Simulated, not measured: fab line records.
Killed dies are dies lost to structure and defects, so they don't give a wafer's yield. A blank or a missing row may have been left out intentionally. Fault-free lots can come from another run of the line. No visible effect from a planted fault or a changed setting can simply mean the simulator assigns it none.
A lot that was struck, set against a sound lot + flow n5-finfet + 23 steps out of a route of 1938
Sound: wafers L876.1, L876.2, L876.6. Struck: wafer L864.1 (left out: L864.4, L864.5 of the same lot, which were not struck); the cause appears at the end.
Order at every step that has rows: each side's tool, ch and its chambers, its first start. Under that, the readings that differ: sound wafers + struck wafers + difference of the means + sigmas: that difference in standard deviations of wafers without a fault.
alike: readings whose means differ by less than 2 such deviations, and words and numbers that are the same on both sides. not compared: withheld readings, readings that some wafer has no value for, bounds like >300 that may hide the same value, and numbers for which the record gives no deviation and whose values overlap.
A row with sigmas, a row that says differs or no value, or rows on one side alone: a step with any of these is where the two part. Numbers that have no deviation but don't overlap get no sigmas and don't part them. Lack of a reading on every wafer of one side parts them only where that side has two or more wafers.

first, 9 steps without rows for these wafers: N5_MOL_CONTACT_COAG_SPUTTER_130 (material Co, target thk 47.5 nm); N5_MOL_CONTACT_COAG_PRECLEAN_125 (cleans in DIW, time 57.5 s); N5_MOL_CONTACT_COAG_SRD_126 (dry time 32 s); N5_MOL_CONTACT_COAG_CMP_23 (polishes, stops on SiO2, t overpolish 1.5 s, target thk 0 nm); N5_MOL_CONTACT_COAG_WET_ETCH_26 (target Co, target depth 13 nm); N5_MOL_CONTACT_COAG_WET_ETCH_116 (etches the open film in SC1-inhibited, target depth 4.6 nm, rinse time 30 s); N5_MOL_CONTACT_COAG_ALD_27 (deposits SiOC, target thk 17 nm, pulse time 1.5 s, time 2720 s); N5_MOL_CONTACT_COAG_CMP_28 (polishes, stops on SiNx, t overpolish 0.85 s, target thk 14.522 nm); N5_MOL_CONTACT_COAG_ALD_123 (deposits SiNx, target thk 5 nm, pulse time 1 s, purge time 2 s).
N5_MOL_CONTACT_COAG_PECVD_31: deposits SiO2 from TEOS/O2, target thk 46 nm, time 8.9 s.
  sound on pecvd-04 ch 1,2, day 11 05:43; struck on pecvd-02 ch 0,1,2, day 7 09:59
then, 9 steps without rows for these wafers: N5_MOL_CONTACT_COAG_COAT_75 (time 60 s, resist thk 60 nm); N5_MOL_CONTACT_COAG_COAT_76 (time 60 s, resist thk 10 nm); N5_MOL_CONTACT_COAG_COAT_77 (time 60 s, resist thk 10 nm); N5_MOL_CONTACT_COAG_COAT_78 (resist thk 40 nm); N5_MOL_CONTACT_COAG_EBR_80; N5_MOL_CONTACT_COAG_SOFTBAKE_79 (time 60 s); N5_MOL_CONTACT_COAG_EXPOSE_81 (exposes mask VG, defocus 0 nm); N5_MOL_CONTACT_COAG_PEB_82 (peb time 60 s); N5_MOL_CONTACT_COAG_DEVELOP_83 (develop time 30 s).
N5_MOL_CONTACT_COAG_INSPECT_57: inspects for defects (brightfield).
  sound on defect-inspect-01, day 11 06:09; struck on defect-inspect-02, day 7 10:32
| reading          | sound       | struck | difference | sigmas |
|------------------|-------------|--------|------------|--------|
| raw-defect-count | 337 174 238 | 814    | +564       | +12    |
then, 1 step without rows for these wafers: N5_MOL_CONTACT_COAG_DESCUM_88 (chemistry O2, time 7 s).
-- record jumps: 3 days separate the struck wafers' starts on either side; left off in module MOL_CONTACT_COAG, taken up again in module BEOL_M4, whose first shown step is the route's number 1111 --
N5_BEOL_M4_RC_MEAS_101:
  sound on prober-01 ch 0, day 13 22:40; struck on prober-01 ch 0, day 10 04:43
  alike: DIBL_N, DIBL_P, IOFF_N, IOFF_P, ION_N, ION_P, SS_N, SS_P, VT_N, VT_P
-- here the record skips 5 days between the struck wafers' starts before and after, leaving off in module BEOL_M4 and picking up in module PASSIVATION (first step shown: number 1936 of the route) --
N5_PASSIVATION_PROBE_49:
  the record has rows for the struck wafers here (prober-02, day 15 00:08) and none for the sound ones

## WHERE THEY PART
Last at N5_PASSIVATION_PROBE_49 as far as this record goes, first at N5_MOL_CONTACT_COAG_INSPECT_57.

WHY: what had been put in by the simulator
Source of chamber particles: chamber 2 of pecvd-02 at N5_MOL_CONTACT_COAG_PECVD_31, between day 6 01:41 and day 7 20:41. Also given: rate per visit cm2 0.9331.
